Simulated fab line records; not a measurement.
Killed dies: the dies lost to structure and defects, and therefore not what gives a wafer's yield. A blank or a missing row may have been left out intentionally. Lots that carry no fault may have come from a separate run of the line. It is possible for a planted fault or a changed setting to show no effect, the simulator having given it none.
A lot that was struck, set against a sound lot | flow n5-finfet | 17 out of 1938 route steps
Sound: the wafers L772.3, L772.5, L772.6. Wafers struck: L770.1, L770.2, L770.6. At the end, the cause is stated.
Order at every step that has rows: each side's tool, ch and its chambers, its first start. Under that, the readings that differ: sound wafers | struck wafers | difference of the means | sigmas: that difference in standard deviations of wafers without a fault.
alike: a reading whose means differ by less than 2 such deviations, as well as words and numbers matching on both sides. not compared: withheld readings; readings where some wafer has no value; bounds like >300 that might hide an equal value; numbers whose values overlap and for which the record gives no deviation.
The two part at a step that has a row with sigmas, a row that says differs or no value, or rows on one side only. Non-overlapping numbers with no deviation appear without sigmas and do not part them. A reading missing from all wafers of one side parts the sides only when that side holds two or more wafers.

N5_BEOL_M1_ANNEAL_82: time 240 s.
  sound: pvd-sputter-02 at day 9 19:45; struck: pvd-sputter-01 at day 9 14:47
  alike: heater-power-w, susceptor-temp-C
then, 2 steps without rows for these wafers: N5_BEOL_M1_SPUTTER_86 (material Cu, target thk 4.5 nm, time 8.29 s); N5_BEOL_M1_ANNEAL_87 (time 240 s).
N5_BEOL_M1_SPUTTER_88: material Cu, target thk 4.5 nm, time 8.29 s.
  sound: pvd-sputter-02 at day 9 20:07; struck: pvd-sputter-01 at day 9 15:09
  alike: chamber-pressure-pa, substrate-temp-c, susceptor-temp-C, throttle-valve-pct
then, 1 step without rows for these wafers: N5_BEOL_M1_ANNEAL_89 (time 240 s).
N5_BEOL_M1_SPUTTER_90: material Cu, target thk 4.5 nm, time 8.29 s.
  sound: pvd-sputter-02 at day 9 20:20; struck: pvd-sputter-01 at day 9 15:22
  alike: chamber-pressure-pa, substrate-temp-c, susceptor-temp-C, throttle-valve-pct
N5_BEOL_M1_ANNEAL_91: time 240 s.
  sound: pvd-sputter-02 at day 9 20:25; struck: pvd-sputter-01 at day 9 15:27
  alike: heater-power-w, susceptor-temp-C
then, 1 step without rows for these wafers: N5_BEOL_M1_SPUTTER_92 (material Cu, target thk 4.5 nm, time 8.29 s).
N5_BEOL_M1_ANNEAL_93: time 240 s.
  sound: pvd-sputter-02 at day 9 20:38; struck: pvd-sputter-01 at day 9 15:40
  alike: heater-power-w, susceptor-temp-C
then, 3 steps without rows for these wafers: N5_BEOL_M1_SPUTTER_94 (material Cu, target thk 4.5 nm, time 8.29 s); N5_BEOL_M1_ANNEAL_95 (time 240 s); N5_BEOL_M1_SPUTTER_96 (material Cu, target thk 4.5 nm, time 8.29 s).
N5_BEOL_M1_ECD_50: material Cu, target thk 300 nm.
  sound on ecd-cu-01 ch 0,1, day 9 21:07; struck on ecd-cu-01 ch 0,1, day 9 16:09
then, 1 step without rows for these wafers: N5_BEOL_M1_ANNEAL_51 (time 90 s).
N5_BEOL_M1_CMP_52: polishes, stops on SiOC, t overpolish 6.8 s, target thk 40 nm.
  sound on cmp-03 ch 0,3, day 9 21:29; struck on cmp-03 ch 1,3, day 9 16:32
  reading                | sound    | struck | difference | sigmas
  time-to-endpoint-s (s) | 65 63 66 | 1 0 1  | -64        | -20
  alike: motor-current-A, platen-rpm, slurry-flow-ml-min
N5_BEOL_M4_RC_MEAS_101:
  the record has rows for the sound wafers here (prober-01 ch 0, day 12 13:13) and none for the struck ones
-- record jumps: 7 days separate the struck wafers' starts on either side; left off in module BEOL_M4, taken up again in module PASSIVATION, whose first shown step is the route's number 1936 --
N5_PASSIVATION_PROBE_49:
  sound: prober-01 at day 17 05:56; struck: prober-02 at day 17 00:17
  reading                  | sound          | struck         | difference | sigmas
  defect-limited-yield (%) | 90.8 89.4 91.4 | 0 0 0          | -91        | -65
  killed_at_M0_to_M3       | 18 20 29       | 1112 1110 1106 | +1087      | +99
  killed-at-other          | 7 16 9         | 3 4 4          | -7         | -2
  killed-dies              | 109 125 102    | 1180 1180 1180 | +1068      | +63
  killed-on-rim            | 9 15 9         | 152 152 152    | +141       | +37
  sort_bin_5_function (%)  | 4.6 6.4 5.9    | 96.4 96.5 96.6 | +90.9      | +95
  sort-n-pass              | 1071 1055 1078 | 0 0 0          | -1068      | -63
  sort-yield-pct (%)       | 90.8 89.4 91.4 | 0 0 0          | -91        | -65
  alike: killed_at_M4_up, killed-at-contacts, killed-at-front-end, killed-open, killed-short, sort_bin_6_memory, sort_bin_8_speed

## WHERE THEY PART
At N5_BEOL_M1_CMP_52 first; at N5_PASSIVATION_PROBE_49 last (within this record only).

WHY: the cause the simulator had injected
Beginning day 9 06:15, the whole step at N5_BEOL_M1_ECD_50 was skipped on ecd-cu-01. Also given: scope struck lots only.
